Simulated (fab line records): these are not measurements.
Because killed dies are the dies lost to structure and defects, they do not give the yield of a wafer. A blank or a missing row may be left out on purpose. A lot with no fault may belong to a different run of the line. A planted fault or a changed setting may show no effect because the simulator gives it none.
Which tool did it? || flow nand_harc || 7 lots, 21 wafers sampled, at 5 steps of a route of 1302

## WHAT EACH GAUGE READ, for each wafer
NHARC_END_SORT_01.
{"lot": "L558", "measured": "day 31 03:48", "on": "prober-01", "killed_at_array": "51 39 45"}

## WHICH TOOL RAN EACH LOT (tool, then ch and the chambers of the sampled wafers, then the start)
{"lot": "L543", "NHARC_P_CONTACT_PRE_CLEAN_39": "pvd_sputter-01, day 6 02:02", "NHARC_THIN_TSV_PVD_51": "pvd_sputter-03, day 24 19:47 or earlier", "NHARC_THIN_TSV_DEGAS_53": "pvd_sputter-01, day 24 19:47", "NHARC_THIN_TSV_DESCUM_35": "rie_diel-03 ch 2,3, day 24 21:06"}
{"lot": "L545", "NHARC_P_CONTACT_PRE_CLEAN_39": "pvd_sputter-02, day 7 03:22", "NHARC_THIN_TSV_PVD_51": "pvd_sputter-03, day 24 16:27 or earlier", "NHARC_THIN_TSV_DEGAS_53": "pvd_sputter-03, day 24 16:27", "NHARC_THIN_TSV_DESCUM_35": "rie_diel-03 ch 1,3, day 24 17:46"}
{"lot": "L548", "NHARC_P_CONTACT_PRE_CLEAN_39": "pvd_sputter-01, day 8 12:08", "NHARC_THIN_TSV_PVD_51": "pvd_sputter-01, day 26 08:56 or earlier", "NHARC_THIN_TSV_DEGAS_53": "pvd_sputter-03, day 26 08:56", "NHARC_THIN_TSV_DESCUM_35": "rie_diel-10 ch 0,1, day 26 10:15"}
{"lot": "L550", "NHARC_P_CONTACT_PRE_CLEAN_39": "pvd_sputter-03, day 9 09:59", "NHARC_THIN_TSV_PVD_51": "pvd_sputter-01, day 27 02:02 or earlier", "NHARC_THIN_TSV_DEGAS_53": "pvd_sputter-01, day 27 02:02", "NHARC_THIN_TSV_DESCUM_35": "rie_diel-10 ch 0,1, day 27 03:19"}
{"lot": "L552", "NHARC_P_CONTACT_PRE_CLEAN_39": "pvd_sputter-02, day 10 08:05", "NHARC_THIN_TSV_PVD_51": "pvd_sputter-01, day 28 00:32 or earlier", "NHARC_THIN_TSV_DEGAS_53": "pvd_sputter-01, day 28 00:32", "NHARC_THIN_TSV_DESCUM_35": "rie_diel-05 ch 0,1, day 28 01:50"}
{"lot": "L558", "NHARC_P_CONTACT_PRE_CLEAN_39": "pvd_sputter-03, day 12 20:17", "NHARC_THIN_TSV_PVD_51": "pvd_sputter-01, day 30 14:02 or earlier", "NHARC_THIN_TSV_DEGAS_53": "pvd_sputter-01, day 30 14:02", "NHARC_THIN_TSV_DESCUM_35": "rie_diel-10 ch 0,1, day 30 15:20"}
{"lot": "L563", "NHARC_P_CONTACT_PRE_CLEAN_39": "pvd_sputter-02, day 14 15:25", "NHARC_THIN_TSV_PVD_51": "pvd_sputter-01, day 32 16:41 or earlier", "NHARC_THIN_TSV_DEGAS_53": "pvd_sputter-03, day 32 16:41", "NHARC_THIN_TSV_DESCUM_35": "rie_diel-10 ch 0,1,3, day 32 17:53"}
- NHARC_P_CONTACT_PRE_CLEAN_39: time 19.5 s.
- NHARC_THIN_TSV_PVD_51: deposits Cu, target thk 100 nm.
- NHARC_THIN_TSV_DEGAS_53: time 60 s.
- NHARC_THIN_TSV_DESCUM_35: chemistry O2, time 3 s.

## THE ANSWER, worked out from the rows above alone
Rule: the usual values come from the lots themselves. The widest of any qualifying gaps counts: lots, ordered by their means at a reading, are off when they make up no more than a third of the lots, leave a main group of 4 or more, and stand apart from it by 3 or more times the standard deviation of that group's means. A main group is skipped when, at the precision printed for the reading in the tables above, its means are all equal. A lot without any number at a reading at which 4 lots or more have one is off too. Any other lot the step has rows for is counted as sound.
No lot is off on any of the readings shown, so nothing can be concluded from this.

## WHAT WAS PUT IN BY THE SIMULATOR
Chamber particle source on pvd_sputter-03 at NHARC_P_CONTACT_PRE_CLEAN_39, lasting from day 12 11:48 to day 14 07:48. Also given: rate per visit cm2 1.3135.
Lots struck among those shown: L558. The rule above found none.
